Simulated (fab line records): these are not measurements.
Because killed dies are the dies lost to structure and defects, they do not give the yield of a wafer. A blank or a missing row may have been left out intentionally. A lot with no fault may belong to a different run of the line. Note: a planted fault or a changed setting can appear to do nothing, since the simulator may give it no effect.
Struck lot and sound lot, side by side -- flow n5 finfet -- 14 steps out of a route of 1938
Sound: wafers L371.2, L371.3, L371.4. Struck: wafer L359.2. (L359.1, L359.4 of the same lot were not struck and are left out.) The cause comes at the end.
Per side, at each step with rows, come the tool, then ch with its chambers, and then its first start. Under that, the readings that differ: sound wafers -- struck wafers -- difference of the means -- sigmas: that difference in standard deviations of wafers without a fault.
alike: same words and numbers on both sides, and readings whose means sit less than 2 such deviations apart. not compared: any withheld reading, any reading some wafer has no value for, any bound like >300 that may hide the same value, and any number with overlapping values for which the record gives no deviation.
Wherever a step has rows on one side only, a row that says differs or no value, or a row with sigmas, the two part there. When numbers do not overlap yet have no deviation, they are printed without sigmas and do not part them. A reading that every wafer of one side lacks parts them only if that side has two wafers or more.

first, 1 step without rows for these wafers: N5_BEOL_M6_STRIP_80 (strips in N2/H2, time 10 s).
N5_BEOL_M6_OCD_MEAS_38:
  struck on ocd-02, day 9 15:26; sound on ocd-01, day 12 13:55
  alike: trench depth nm
then, 4 steps without rows for these wafers: N5_BEOL_M6_HM_STRIP_39 (strips TiN in peroxide tin strip, target depth 25 nm, time 158 s); N5_BEOL_M6_SRD_40 (time 30 s); N5_BEOL_M6_PRECLEAN_42 (cleans in residue remover, time 60 s); N5_BEOL_M6_SRD_43 (time 30 s).
N5_BEOL_M6_CD_MEAS_35: target cd 40 nm, target cd y 28 nm.
  struck on cd sem-01, day 9 15:35; sound on cd sem-02, day 12 14:04
reading,sound,struck,difference,sigmas
cd nm (nm),40.2 39.3 39.8,41.1,+1.3,+2
N5_BEOL_M6_CURE_75: cures SiCOH lowk, time 120 s.
  sound on uv cure-03 ch 0, day 12 14:10; struck on uv cure-02 ch 0, day 9 15:47
  alike: lamp power pct, wafer_temp_C_max
N5_BEOL_M6_DEGAS_44: time 60 s.
  struck on pvd sputter-02, day 9 16:25; sound on pvd sputter-03, day 12 14:42
  alike: heater power w
N5_BEOL_M6_PRE_CLEAN_45: time 30 s.
  struck on pvd sputter-02, day 9 16:27; sound on pvd sputter-03, day 12 14:44
  alike: heater power w
N5_BEOL_M6_ALD_77: deposits TaN, target thk 2 nm, pulse time 2 s, purge time 3 s.
  sound on ald metal-01 ch 0,1,2, day 12 14:50; struck on ald metal-01 ch 0, day 9 16:42
  alike: heater power w
N5_BEOL_M6_SURFACE_TREAT_79:
  struck on pvd sputter-03, day 9 17:11; sound on pvd sputter-02, day 12 15:13
  not compared: throttle valve pct
N5_BEOL_M6_CVD_78: deposits Co from CCTBA/H2, target thk 2 nm, time 142.3 s.
  sound on cvd co-02 ch 0,1, day 12 15:22; struck on cvd co-01 ch 0, day 9 17:27
reading,sound,struck,difference,sigmas
run length s (s),165.8 165.4 165.9,161.6,-4.1,-5
then, 1 step without rows for these wafers: N5_BEOL_M6_SPUTTER_48 (material Cu, target thk 10 nm, time 1.667 s).

## WHERE THEY PART
First at N5_BEOL_M6_CD_MEAS_35; last, within this record, at N5_BEOL_M6_CVD_78.

WHY: what had been put in by the simulator
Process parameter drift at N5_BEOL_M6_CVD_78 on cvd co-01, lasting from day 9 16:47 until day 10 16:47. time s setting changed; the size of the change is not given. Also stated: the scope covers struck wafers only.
